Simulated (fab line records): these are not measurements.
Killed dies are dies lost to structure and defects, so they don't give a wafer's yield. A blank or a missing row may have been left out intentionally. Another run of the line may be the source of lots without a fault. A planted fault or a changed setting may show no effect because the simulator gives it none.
fab line records :: flow n5Finfet
record
  lots=7
  wafers=39
route steps=1938 shown WELL_APT@47 FIN_SAQP@94 STI_FIN_REVEAL@183 DUMMY_GATE@246 MOL_CONTACT_COAG@616 BEOL_M4@1111
startH: start of the lot's first displayed wafer, in hours after the record's first day :: waitH: hours from the lot's prior step to this one :: " unchanged from the row above :: L1.1+2: one row covering several wafers at once :: - no value, or no start given :: * or withheld: withheld :: < > ~ a bound
route shown NAME@n: names a module that has steps shown in the file, with the first one's number in the route :: usual: mean/standard deviation of fault-free wafers :: same: alike in all rows :: chamber/n: place in a boat :: sites: readings site by site :: _std_site: how widely they spread, as a standard deviation :: _edge_site: the outer-site mean with the inner-site mean subtracted :: radiusMm: for every site, how far away it sits from the centre of the wafer :: mask NAME#n: copy n :: behind: tool/chamber where the wafer was last shaped :: hold: why the lot was held/for how many hours/how that ended :: device: the n, p or np transistor that did not switch :: end of line: at the end of the route, the tests of the same wafers :: a step with no rows: only its recipe :: killed: not the wafer's yield, but the dies lost to structure and defects at the first sort :: map: per-die view of a wafer (x killed, . not killed, _ where there is no die)
set.NAME: the setting as run; set.NAME@STEP: as run at that earlier step :: model.NAME: the simulator's own value behind a step, which no gauge read
lots whose settings were changed on purpose; a table a step, a row a wafer
## steps
# step N5_WELL_APT_IMPLANT_31
# recipe
  species=B
  energyKev=60
  doseCm2=1.5e+13
  tiltDeg=0
  rotationDeg=0
# step N5_FIN_SAQP_ALD_61
# recipe
  material=SiO2
  targetThkA=40
  tempC=300
  aldPrecursorFamily=BDEAS
  aldCoReactant=O2-plasma
  pulseTimeS=1
  purgeTimeS=2
  coReactantPurgeTimeS=2
  aldCycles=43
  pressureTorr=2
# step N5_FIN_SAQP_HM_DEP_72
# recipe
  material=SiO2
  targetThkA=120
  tempC=400
  precursor=SiH4/N2O
  pressureTorr=0.75
  rfW=275
  timeS=7.2
# step N5_STI_FIN_REVEAL_ALD_00
# recipe
  material=SiO2
  targetThkA=10
  tempC=300
  aldPrecursorFamily=BDEAS
  aldCoReactant=O2-plasma
  pulseTimeS=1
  pressureTorr=2
# step N5_DUMMY_GATE_ETCH_32
# recipe
  chemistry=CF4
  target=SiO2
  targetDepthA=35
  timeS=3.9
  ionEnergyEv=350
  pressureMtorr=10
  icpW=800
  biasW=400
  cf4FlowSccm=80
# step N5_DUMMY_GATE_ETCH_44
# recipe
  chemistry=HBr/O2
  overEtchFrac=0.7
  targetDepthA=1275
  stopOn=SiO2
  ionEnergyEv=60
  biasW=20
  target=poly-Si
  maskMaterial=SiO2
  pressureMtorr=20
  icpW=400
  HBr_flow_sccm=120
  O2_flow_sccm=10
# step N5_DUMMY_GATE_ETCH_42
# recipe
  chemistry=CHF3/O2
  target=SiO2
  targetDepthA=35
  timeS=31
  ionEnergyEv=30
  biasW=12
  pressureMtorr=30
  sourceW=600
  Ar_flow_sccm=200
  CHF3_flow_sccm=50
  O2_flow_sccm=5
# step N5_MOL_CONTACT_COAG_ETCH_124
# recipe
  chemistry=CH3F/O2
  target=SiNx
  targetDepthA=65
  maskMaterial=SOC
  stopOn=SiOC
  overEtchFrac=0.3
  ionEnergyEv=120
  pressureMtorr=30
  sourceW=395
  biasW=73
  Ar_flow_sccm=150
  CH3F_flow_sccm=30
  O2_flow_sccm=20
  ends=endPoint
# step N5_BEOL_M4_RC_MEAS_101
# usual
  RS_PWELL=3017/24
lot.wafer: L080.1
tool: prober-01
chamber: 0
startH: 196.15
waitH: 0.0
set.doseCm2@WELL_APT_IMPLANT_31: 1.5e+13
set.tempC@FIN_SAQP_ALD_61: 300
set.targetThkA@FIN_SAQP_HM_DEP_72: 120
set.targetThkA@STI_FIN_REVEAL_ALD_00: 11.38
set.timeS@DUMMY_GATE_ETCH_32: 3.288
set.targetDepthA@DUMMY_GATE_ETCH_44: 1382
set.biasW@DUMMY_GATE_ETCH_42: 12
set.sourceW@MOL_CONTACT_COAG_ETCH_124: 395
RS_PWELL[ohm/sq]: 3032

lot.wafer: L080.2
tool: prober-01
chamber: 0
startH: 196.15
waitH: 0.0
set.doseCm2@WELL_APT_IMPLANT_31: 1.5e+13
set.tempC@FIN_SAQP_ALD_61: 300
set.targetThkA@FIN_SAQP_HM_DEP_72: 125.2
set.targetThkA@STI_FIN_REVEAL_ALD_00: 10
set.timeS@DUMMY_GATE_ETCH_32: 3.288
set.targetDepthA@DUMMY_GATE_ETCH_44: 1382
set.biasW@DUMMY_GATE_ETCH_42: 12
set.sourceW@MOL_CONTACT_COAG_ETCH_124: 420.6
RS_PWELL[ohm/sq]: 3024

lot.wafer: L080.3
tool: prober-01
chamber: 0
startH: 196.15
waitH: 0.0
set.doseCm2@WELL_APT_IMPLANT_31: 1.5e+13
set.tempC@FIN_SAQP_ALD_61: 300
set.targetThkA@FIN_SAQP_HM_DEP_72: 125.2
set.targetThkA@STI_FIN_REVEAL_ALD_00: 10
set.timeS@DUMMY_GATE_ETCH_32: 3.9
set.targetDepthA@DUMMY_GATE_ETCH_44: 1382
set.biasW@DUMMY_GATE_ETCH_42: 12
set.sourceW@MOL_CONTACT_COAG_ETCH_124: 420.6
RS_PWELL[ohm/sq]: 3000

lot.wafer: L080.4
tool: prober-01
chamber: 0
startH: 196.15
waitH: 0.0
set.doseCm2@WELL_APT_IMPLANT_31: 1.5e+13
set.tempC@FIN_SAQP_ALD_61: 300
set.targetThkA@FIN_SAQP_HM_DEP_72: 120
set.targetThkA@STI_FIN_REVEAL_ALD_00: 11.38
set.timeS@DUMMY_GATE_ETCH_32: 3.9
set.targetDepthA@DUMMY_GATE_ETCH_44: 1275
set.biasW@DUMMY_GATE_ETCH_42: 12
set.sourceW@MOL_CONTACT_COAG_ETCH_124: 420.6
RS_PWELL[ohm/sq]: 3020

lot.wafer: L080.5
tool: prober-01
chamber: 0
startH: 196.15
waitH: 0.0
set.doseCm2@WELL_APT_IMPLANT_31: 1.5e+13
set.tempC@FIN_SAQP_ALD_61: 300
set.targetThkA@FIN_SAQP_HM_DEP_72: 120
set.targetThkA@STI_FIN_REVEAL_ALD_00: 10
set.timeS@DUMMY_GATE_ETCH_32: 3.9
set.targetDepthA@DUMMY_GATE_ETCH_44: 1275
set.biasW@DUMMY_GATE_ETCH_42: 12
set.sourceW@MOL_CONTACT_COAG_ETCH_124: 395
RS_PWELL[ohm/sq]: 3009

lot.wafer: L080.6
tool: prober-01
chamber: 0
startH: 196.15
waitH: 0.0
set.doseCm2@WELL_APT_IMPLANT_31: 1.5e+13
set.tempC@FIN_SAQP_ALD_61: 300
set.targetThkA@FIN_SAQP_HM_DEP_72: 125.2
set.targetThkA@STI_FIN_REVEAL_ALD_00: 11.38
set.timeS@DUMMY_GATE_ETCH_32: 3.288
set.targetDepthA@DUMMY_GATE_ETCH_44: 1275
set.biasW@DUMMY_GATE_ETCH_42: 12
set.sourceW@MOL_CONTACT_COAG_ETCH_124: 395
RS_PWELL[ohm/sq]: 3077

lot.wafer: L081.1
tool: prober-01
chamber: 0
startH: 213.35
waitH: 0.0
set.doseCm2@WELL_APT_IMPLANT_31: 1.5e+13
set.tempC@FIN_SAQP_ALD_61: 288.6
set.targetThkA@FIN_SAQP_HM_DEP_72: 120
set.targetThkA@STI_FIN_REVEAL_ALD_00: 11
set.timeS@DUMMY_GATE_ETCH_32: 3.9
set.targetDepthA@DUMMY_GATE_ETCH_44: 1376
set.biasW@DUMMY_GATE_ETCH_42: 10.35
set.sourceW@MOL_CONTACT_COAG_ETCH_124: 395
RS_PWELL[ohm/sq]: 3011

lot.wafer: L081.2
tool: prober-01
chamber: 0
startH: 213.35
waitH: 0.0
set.doseCm2@WELL_APT_IMPLANT_31: 1.5e+13
set.tempC@FIN_SAQP_ALD_61: 300
set.targetThkA@FIN_SAQP_HM_DEP_72: 112.7
set.targetThkA@STI_FIN_REVEAL_ALD_00: 10
set.timeS@DUMMY_GATE_ETCH_32: 3.482
set.targetDepthA@DUMMY_GATE_ETCH_44: 1376
set.biasW@DUMMY_GATE_ETCH_42: 10.35
set.sourceW@MOL_CONTACT_COAG_ETCH_124: 395
RS_PWELL[ohm/sq]: 2991

lot.wafer: L081.3
tool: prober-01
chamber: 0
startH: 213.35
waitH: 0.0
set.doseCm2@WELL_APT_IMPLANT_31: 1.5e+13
set.tempC@FIN_SAQP_ALD_61: 300
set.targetThkA@FIN_SAQP_HM_DEP_72: 120
set.targetThkA@STI_FIN_REVEAL_ALD_00: 10
set.timeS@DUMMY_GATE_ETCH_32: 3.9
set.targetDepthA@DUMMY_GATE_ETCH_44: 1275
set.biasW@DUMMY_GATE_ETCH_42: 12
set.sourceW@MOL_CONTACT_COAG_ETCH_124: 395
RS_PWELL[ohm/sq]: 3009

lot.wafer: L081.4
tool: prober-01
chamber: 0
startH: 213.35
waitH: 0.0
set.doseCm2@WELL_APT_IMPLANT_31: 1.5e+13
set.tempC@FIN_SAQP_ALD_61: 288.6
set.targetThkA@FIN_SAQP_HM_DEP_72: 120
set.targetThkA@STI_FIN_REVEAL_ALD_00: 10
set.timeS@DUMMY_GATE_ETCH_32: 3.482
set.targetDepthA@DUMMY_GATE_ETCH_44: 1376
set.biasW@DUMMY_GATE_ETCH_42: 12
set.sourceW@MOL_CONTACT_COAG_ETCH_124: 395
RS_PWELL[ohm/sq]: 3008

lot.wafer: L081.5
tool: prober-01
chamber: 0
startH: 213.35
waitH: 0.0
set.doseCm2@WELL_APT_IMPLANT_31: 1.5e+13
set.tempC@FIN_SAQP_ALD_61: 288.6
set.targetThkA@FIN_SAQP_HM_DEP_72: 112.7
set.targetThkA@STI_FIN_REVEAL_ALD_00: 11
set.timeS@DUMMY_GATE_ETCH_32: 3.9
set.targetDepthA@DUMMY_GATE_ETCH_44: 1275
set.biasW@DUMMY_GATE_ETCH_42: 12
set.sourceW@MOL_CONTACT_COAG_ETCH_124: 395
RS_PWELL[ohm/sq]: 3003

lot.wafer: L081.6
tool: prober-01
chamber: 0
startH: 213.35
waitH: 0.0
set.doseCm2@WELL_APT_IMPLANT_31: 1.5e+13
set.tempC@FIN_SAQP_ALD_61: 300
set.targetThkA@FIN_SAQP_HM_DEP_72: 112.7
set.targetThkA@STI_FIN_REVEAL_ALD_00: 11
set.timeS@DUMMY_GATE_ETCH_32: 3.482
set.targetDepthA@DUMMY_GATE_ETCH_44: 1275
set.biasW@DUMMY_GATE_ETCH_42: 10.35
set.sourceW@MOL_CONTACT_COAG_ETCH_124: 395
RS_PWELL[ohm/sq]: 2981

lot.wafer: L088.1
tool: prober-02
chamber: 0
startH: 247.50
waitH: 0.0
set.doseCm2@WELL_APT_IMPLANT_31: 1.713e+13
set.tempC@FIN_SAQP_ALD_61: 300
set.targetThkA@FIN_SAQP_HM_DEP_72: 120
set.targetThkA@STI_FIN_REVEAL_ALD_00: 11.26
set.timeS@DUMMY_GATE_ETCH_32: 3.9
set.targetDepthA@DUMMY_GATE_ETCH_44: 1275
set.biasW@DUMMY_GATE_ETCH_42: 12
set.sourceW@MOL_CONTACT_COAG_ETCH_124: 395
RS_PWELL[ohm/sq]: 2793

lot.wafer: L088.2
tool: prober-02
chamber: 0
startH: 247.50
waitH: 0.0
set.doseCm2@WELL_APT_IMPLANT_31: 1.5e+13
set.tempC@FIN_SAQP_ALD_61: 300
set.targetThkA@FIN_SAQP_HM_DEP_72: 120
set.targetThkA@STI_FIN_REVEAL_ALD_00: 11.26
set.timeS@DUMMY_GATE_ETCH_32: 3.9
set.targetDepthA@DUMMY_GATE_ETCH_44: 1275
set.biasW@DUMMY_GATE_ETCH_42: 13.79
set.sourceW@MOL_CONTACT_COAG_ETCH_124: 355.7
RS_PWELL[ohm/sq]: 3021

lot.wafer: L088.3
tool: prober-02
chamber: 0
startH: 247.50
waitH: 0.0
set.doseCm2@WELL_APT_IMPLANT_31: 1.713e+13
set.tempC@FIN_SAQP_ALD_61: 300
set.targetThkA@FIN_SAQP_HM_DEP_72: 105.3
set.targetThkA@STI_FIN_REVEAL_ALD_00: 10
set.timeS@DUMMY_GATE_ETCH_32: 3.9
set.targetDepthA@DUMMY_GATE_ETCH_44: 1275
set.biasW@DUMMY_GATE_ETCH_42: 13.79
set.sourceW@MOL_CONTACT_COAG_ETCH_124: 355.7
RS_PWELL[ohm/sq]: 2806

lot.wafer: L088.4
tool: prober-02
chamber: 0
startH: 247.50
waitH: 0.0
set.doseCm2@WELL_APT_IMPLANT_31: 1.5e+13
set.tempC@FIN_SAQP_ALD_61: 300
set.targetThkA@FIN_SAQP_HM_DEP_72: 120
set.targetThkA@STI_FIN_REVEAL_ALD_00: 10
set.timeS@DUMMY_GATE_ETCH_32: 3.061
set.targetDepthA@DUMMY_GATE_ETCH_44: 1275
set.biasW@DUMMY_GATE_ETCH_42: 13.79
set.sourceW@MOL_CONTACT_COAG_ETCH_124: 395
RS_PWELL[ohm/sq]: 3019

lot.wafer: L088.5
tool: prober-02
chamber: 0
startH: 247.50
waitH: 0.0
set.doseCm2@WELL_APT_IMPLANT_31: 1.5e+13
set.tempC@FIN_SAQP_ALD_61: 300
set.targetThkA@FIN_SAQP_HM_DEP_72: 105.3
set.targetThkA@STI_FIN_REVEAL_ALD_00: 11.26
set.timeS@DUMMY_GATE_ETCH_32: 3.061
set.targetDepthA@DUMMY_GATE_ETCH_44: 1275
set.biasW@DUMMY_GATE_ETCH_42: 12
set.sourceW@MOL_CONTACT_COAG_ETCH_124: 355.7
RS_PWELL[ohm/sq]: 3033

lot.wafer: L088.6
tool: prober-02
chamber: 0
startH: 247.50
waitH: 0.0
set.doseCm2@WELL_APT_IMPLANT_31: 1.713e+13
set.tempC@FIN_SAQP_ALD_61: 300
set.targetThkA@FIN_SAQP_HM_DEP_72: 105.3
set.targetThkA@STI_FIN_REVEAL_ALD_00: 10
set.timeS@DUMMY_GATE_ETCH_32: 3.061
set.targetDepthA@DUMMY_GATE_ETCH_44: 1275
set.biasW@DUMMY_GATE_ETCH_42: 12
set.sourceW@MOL_CONTACT_COAG_ETCH_124: 395
RS_PWELL[ohm/sq]: 2793

lot.wafer: L087.1
tool: prober-01
chamber: 0
startH: 253.10
waitH: 0.0
set.doseCm2@WELL_APT_IMPLANT_31: 1.5e+13
set.tempC@FIN_SAQP_ALD_61: 289.5
set.targetThkA@FIN_SAQP_HM_DEP_72: 110.2
set.targetThkA@STI_FIN_REVEAL_ALD_00: 10
set.timeS@DUMMY_GATE_ETCH_32: 3.9
set.targetDepthA@DUMMY_GATE_ETCH_44: 1275
set.biasW@DUMMY_GATE_ETCH_42: 12.74
set.sourceW@MOL_CONTACT_COAG_ETCH_124: 395
RS_PWELL[ohm/sq]: 3055

lot.wafer: L087.2
tool: prober-01
chamber: 0
startH: 253.10
waitH: 0.0
set.doseCm2@WELL_APT_IMPLANT_31: 1.5e+13
set.tempC@FIN_SAQP_ALD_61: 300
set.targetThkA@FIN_SAQP_HM_DEP_72: 120
set.targetThkA@STI_FIN_REVEAL_ALD_00: 10
set.timeS@DUMMY_GATE_ETCH_32: 3.9
set.targetDepthA@DUMMY_GATE_ETCH_44: 1403
set.biasW@DUMMY_GATE_ETCH_42: 12
set.sourceW@MOL_CONTACT_COAG_ETCH_124: 395
RS_PWELL[ohm/sq]: 3018

lot.wafer: L087.3
tool: prober-01
chamber: 0
startH: 253.10
waitH: 0.0
set.doseCm2@WELL_APT_IMPLANT_31: 1.5e+13
set.tempC@FIN_SAQP_ALD_61: 300
set.targetThkA@FIN_SAQP_HM_DEP_72: 120
set.targetThkA@STI_FIN_REVEAL_ALD_00: 10
set.timeS@DUMMY_GATE_ETCH_32: 4.323
set.targetDepthA@DUMMY_GATE_ETCH_44: 1275
set.biasW@DUMMY_GATE_ETCH_42: 12
set.sourceW@MOL_CONTACT_COAG_ETCH_124: 395
RS_PWELL[ohm/sq]: 3028

lot.wafer: L087.4
tool: prober-01
chamber: 0
startH: 253.10
waitH: 0.0
set.doseCm2@WELL_APT_IMPLANT_31: 1.5e+13
set.tempC@FIN_SAQP_ALD_61: 289.5
set.targetThkA@FIN_SAQP_HM_DEP_72: 120
set.targetThkA@STI_FIN_REVEAL_ALD_00: 10
set.timeS@DUMMY_GATE_ETCH_32: 4.323
set.targetDepthA@DUMMY_GATE_ETCH_44: 1403
set.biasW@DUMMY_GATE_ETCH_42: 12.74
set.sourceW@MOL_CONTACT_COAG_ETCH_124: 395
RS_PWELL[ohm/sq]: 3013

lot.wafer: L087.5
tool: prober-01
chamber: 0
startH: 253.10
waitH: 0.0
set.doseCm2@WELL_APT_IMPLANT_31: 1.5e+13
set.tempC@FIN_SAQP_ALD_61: 289.5
set.targetThkA@FIN_SAQP_HM_DEP_72: 110.2
set.targetThkA@STI_FIN_REVEAL_ALD_00: 10
set.timeS@DUMMY_GATE_ETCH_32: 4.323
set.targetDepthA@DUMMY_GATE_ETCH_44: 1275
set.biasW@DUMMY_GATE_ETCH_42: 12
set.sourceW@MOL_CONTACT_COAG_ETCH_124: 395
RS_PWELL[ohm/sq]: 3015

lot.wafer: L087.6
tool: prober-01
chamber: 0
startH: 253.10
waitH: 0.0
set.doseCm2@WELL_APT_IMPLANT_31: 1.5e+13
set.tempC@FIN_SAQP_ALD_61: 300
set.targetThkA@FIN_SAQP_HM_DEP_72: 110.2
set.targetThkA@STI_FIN_REVEAL_ALD_00: 10
set.timeS@DUMMY_GATE_ETCH_32: 3.9
set.targetDepthA@DUMMY_GATE_ETCH_44: 1403
set.biasW@DUMMY_GATE_ETCH_42: 12.74
set.sourceW@MOL_CONTACT_COAG_ETCH_124: 395
RS_PWELL[ohm/sq]: 3023

lot.wafer: L090.1
tool: prober-02
chamber: 0
startH: 257.08
waitH: 0.0
set.doseCm2@WELL_APT_IMPLANT_31: 1.694e+13
set.tempC@FIN_SAQP_ALD_61: 300
set.targetThkA@FIN_SAQP_HM_DEP_72: 127.9
set.targetThkA@STI_FIN_REVEAL_ALD_00: 10
set.timeS@DUMMY_GATE_ETCH_32: 3.9
set.targetDepthA@DUMMY_GATE_ETCH_44: 1115
set.biasW@DUMMY_GATE_ETCH_42: 11.2
set.sourceW@MOL_CONTACT_COAG_ETCH_124: 337.7
RS_PWELL[ohm/sq]: 2812

lot.wafer: L090.2
tool: prober-02
chamber: 0
startH: 257.08
waitH: 0.0
set.doseCm2@WELL_APT_IMPLANT_31: 1.5e+13
set.tempC@FIN_SAQP_ALD_61: 300
set.targetThkA@FIN_SAQP_HM_DEP_72: 120
set.targetThkA@STI_FIN_REVEAL_ALD_00: 10
set.timeS@DUMMY_GATE_ETCH_32: 3.9
set.targetDepthA@DUMMY_GATE_ETCH_44: 1275
set.biasW@DUMMY_GATE_ETCH_42: 12
set.sourceW@MOL_CONTACT_COAG_ETCH_124: 395
RS_PWELL[ohm/sq]: 3038

lot.wafer: L090.3
tool: prober-02
chamber: 0
startH: 257.08
waitH: 0.0
set.doseCm2@WELL_APT_IMPLANT_31: 1.694e+13
set.tempC@FIN_SAQP_ALD_61: 307.6
set.targetThkA@FIN_SAQP_HM_DEP_72: 120
set.targetThkA@STI_FIN_REVEAL_ALD_00: 10
set.timeS@DUMMY_GATE_ETCH_32: 3.9
set.targetDepthA@DUMMY_GATE_ETCH_44: 1275
set.biasW@DUMMY_GATE_ETCH_42: 11.2
set.sourceW@MOL_CONTACT_COAG_ETCH_124: 337.7
RS_PWELL[ohm/sq]: 2827

lot.wafer: L090.4
tool: prober-02
chamber: 0
startH: 257.08
waitH: 0.0
set.doseCm2@WELL_APT_IMPLANT_31: 1.694e+13
set.tempC@FIN_SAQP_ALD_61: 300
set.targetThkA@FIN_SAQP_HM_DEP_72: 120
set.targetThkA@STI_FIN_REVEAL_ALD_00: 10
set.timeS@DUMMY_GATE_ETCH_32: 3.393
set.targetDepthA@DUMMY_GATE_ETCH_44: 1115
set.biasW@DUMMY_GATE_ETCH_42: 11.2
set.sourceW@MOL_CONTACT_COAG_ETCH_124: 395
RS_PWELL[ohm/sq]: 2788

lot.wafer: L090.5
tool: prober-02
chamber: 0
startH: 257.08
waitH: 0.0
set.doseCm2@WELL_APT_IMPLANT_31: 1.5e+13
set.tempC@FIN_SAQP_ALD_61: 307.6
set.targetThkA@FIN_SAQP_HM_DEP_72: 127.9
set.targetThkA@STI_FIN_REVEAL_ALD_00: 10
set.timeS@DUMMY_GATE_ETCH_32: 3.393
set.targetDepthA@DUMMY_GATE_ETCH_44: 1115
set.biasW@DUMMY_GATE_ETCH_42: 12
set.sourceW@MOL_CONTACT_COAG_ETCH_124: 395
RS_PWELL[ohm/sq]: 3033

lot.wafer: L090.6
tool: prober-02
chamber: 0
startH: 257.08
waitH: 0.0
set.doseCm2@WELL_APT_IMPLANT_31: 1.5e+13
set.tempC@FIN_SAQP_ALD_61: 307.6
set.targetThkA@FIN_SAQP_HM_DEP_72: 127.9
set.targetThkA@STI_FIN_REVEAL_ALD_00: 10
set.timeS@DUMMY_GATE_ETCH_32: 3.393
set.targetDepthA@DUMMY_GATE_ETCH_44: 1275
set.biasW@DUMMY_GATE_ETCH_42: 12
set.sourceW@MOL_CONTACT_COAG_ETCH_124: 337.7
RS_PWELL[ohm/sq]: 3021

lot.wafer: L097.1
tool: prober-02
chamber: 0
startH: 299.94
waitH: 0.0
set.doseCm2@WELL_APT_IMPLANT_31: 1.331e+13
set.tempC@FIN_SAQP_ALD_61: 294.2
set.targetThkA@FIN_SAQP_HM_DEP_72: 120
set.targetThkA@STI_FIN_REVEAL_ALD_00: 10.77
set.timeS@DUMMY_GATE_ETCH_32: 3.404
set.targetDepthA@DUMMY_GATE_ETCH_44: 1275
set.biasW@DUMMY_GATE_ETCH_42: 12
set.sourceW@MOL_CONTACT_COAG_ETCH_124: 470.8
RS_PWELL[ohm/sq]: 3259

lot.wafer: L097.2
tool: prober-02
chamber: 0
startH: 299.94
waitH: 0.0
set.doseCm2@WELL_APT_IMPLANT_31: 1.331e+13
set.tempC@FIN_SAQP_ALD_61: 300
set.targetThkA@FIN_SAQP_HM_DEP_72: 120
set.targetThkA@STI_FIN_REVEAL_ALD_00: 10.77
set.timeS@DUMMY_GATE_ETCH_32: 3.9
set.targetDepthA@DUMMY_GATE_ETCH_44: 1275
set.biasW@DUMMY_GATE_ETCH_42: 12
set.sourceW@MOL_CONTACT_COAG_ETCH_124: 395
RS_PWELL[ohm/sq]: 3232

lot.wafer: L097.3
tool: prober-02
chamber: 0
startH: 299.94
waitH: 0.0
set.doseCm2@WELL_APT_IMPLANT_31: 1.5e+13
set.tempC@FIN_SAQP_ALD_61: 294.2
set.targetThkA@FIN_SAQP_HM_DEP_72: 120
set.targetThkA@STI_FIN_REVEAL_ALD_00: 10
set.timeS@DUMMY_GATE_ETCH_32: 3.404
set.targetDepthA@DUMMY_GATE_ETCH_44: 1275
set.biasW@DUMMY_GATE_ETCH_42: 11.35
set.sourceW@MOL_CONTACT_COAG_ETCH_124: 395
RS_PWELL[ohm/sq]: 3037

lot.wafer: L097.4
tool: prober-02
chamber: 0
startH: 299.94
waitH: 0.0
set.doseCm2@WELL_APT_IMPLANT_31: 1.5e+13
set.tempC@FIN_SAQP_ALD_61: 300
set.targetThkA@FIN_SAQP_HM_DEP_72: 120
set.targetThkA@STI_FIN_REVEAL_ALD_00: 10.77
set.timeS@DUMMY_GATE_ETCH_32: 3.9
set.targetDepthA@DUMMY_GATE_ETCH_44: 1414
set.biasW@DUMMY_GATE_ETCH_42: 11.35
set.sourceW@MOL_CONTACT_COAG_ETCH_124: 395
RS_PWELL[ohm/sq]: 3049

lot.wafer: L097.5
tool: prober-02
chamber: 0
startH: 299.94
waitH: 0.0
set.doseCm2@WELL_APT_IMPLANT_31: 1.331e+13
set.tempC@FIN_SAQP_ALD_61: 294.2
set.targetThkA@FIN_SAQP_HM_DEP_72: 120
set.targetThkA@STI_FIN_REVEAL_ALD_00: 10
set.timeS@DUMMY_GATE_ETCH_32: 3.9
set.targetDepthA@DUMMY_GATE_ETCH_44: 1414
set.biasW@DUMMY_GATE_ETCH_42: 11.35
set.sourceW@MOL_CONTACT_COAG_ETCH_124: 470.8
RS_PWELL[ohm/sq]: 3282

lot.wafer: L097.6
tool: prober-02
chamber: 0
startH: 299.94
waitH: 0.0
set.doseCm2@WELL_APT_IMPLANT_31: 1.5e+13
set.tempC@FIN_SAQP_ALD_61: 300
set.targetThkA@FIN_SAQP_HM_DEP_72: 120
set.targetThkA@STI_FIN_REVEAL_ALD_00: 10
set.timeS@DUMMY_GATE_ETCH_32: 3.404
set.targetDepthA@DUMMY_GATE_ETCH_44: 1414
set.biasW@DUMMY_GATE_ETCH_42: 12
set.sourceW@MOL_CONTACT_COAG_ETCH_124: 470.8
RS_PWELL[ohm/sq]: 3001

lot.wafer: L096.1
tool: prober-02
chamber: 0
startH: 322.40
waitH: 0.0
set.doseCm2@WELL_APT_IMPLANT_31: 1.5e+13
set.tempC@FIN_SAQP_ALD_61: 300
set.targetThkA@FIN_SAQP_HM_DEP_72: 120
set.targetThkA@STI_FIN_REVEAL_ALD_00: 10
set.timeS@DUMMY_GATE_ETCH_32: 3.9
set.targetDepthA@DUMMY_GATE_ETCH_44: 1275
set.biasW@DUMMY_GATE_ETCH_42: 12
set.sourceW@MOL_CONTACT_COAG_ETCH_124: 395
RS_PWELL[ohm/sq]: 3024

lot.wafer: L096.5
tool: prober-02
chamber: 0
startH: 322.40
waitH: 0.0
set.doseCm2@WELL_APT_IMPLANT_31: 1.5e+13
set.tempC@FIN_SAQP_ALD_61: 300
set.targetThkA@FIN_SAQP_HM_DEP_72: 120
set.targetThkA@STI_FIN_REVEAL_ALD_00: 10
set.timeS@DUMMY_GATE_ETCH_32: 3.9
set.targetDepthA@DUMMY_GATE_ETCH_44: 1275
set.biasW@DUMMY_GATE_ETCH_42: 12
set.sourceW@MOL_CONTACT_COAG_ETCH_124: 395
RS_PWELL[ohm/sq]: 3020

lot.wafer: L096.6
tool: prober-02
chamber: 0
startH: 322.40
waitH: 0.0
set.doseCm2@WELL_APT_IMPLANT_31: 1.5e+13
set.tempC@FIN_SAQP_ALD_61: 300
set.targetThkA@FIN_SAQP_HM_DEP_72: 120
set.targetThkA@STI_FIN_REVEAL_ALD_00: 10
set.timeS@DUMMY_GATE_ETCH_32: 3.9
set.targetDepthA@DUMMY_GATE_ETCH_44: 1275
set.biasW@DUMMY_GATE_ETCH_42: 12
set.sourceW@MOL_CONTACT_COAG_ETCH_124: 395
RS_PWELL[ohm/sq]: 3023
## key
split
  step=N5_WELL_APT_IMPLANT_31
  setting=doseCm2
  statedAs=1.5e+13
response
  step=N5_BEOL_M4_RC_MEAS_101
  reading=RS_PWELL
  slope=-17.5
  per=1%
  togetherWith=all
  explained=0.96
split
  step=N5_FIN_SAQP_ALD_61
  setting=tempC
  statedAs=300
response none clear
split
  step=N5_FIN_SAQP_HM_DEP_72
  setting=targetThkA
  statedAs=120
response none clear
split
  step=N5_STI_FIN_REVEAL_ALD_00
  setting=targetThkA
  statedAs=10
response none clear
split
  step=N5_DUMMY_GATE_ETCH_32
  setting=timeS
  statedAs=3.9
response none clear
split
  step=N5_DUMMY_GATE_ETCH_44
  setting=targetDepthA
  statedAs=1275
response none clear
split
  step=N5_DUMMY_GATE_ETCH_42
  setting=biasW
  statedAs=12
response none clear
split
  step=N5_MOL_CONTACT_COAG_ETCH_124
  setting=sourceW
  statedAs=395
response none clear
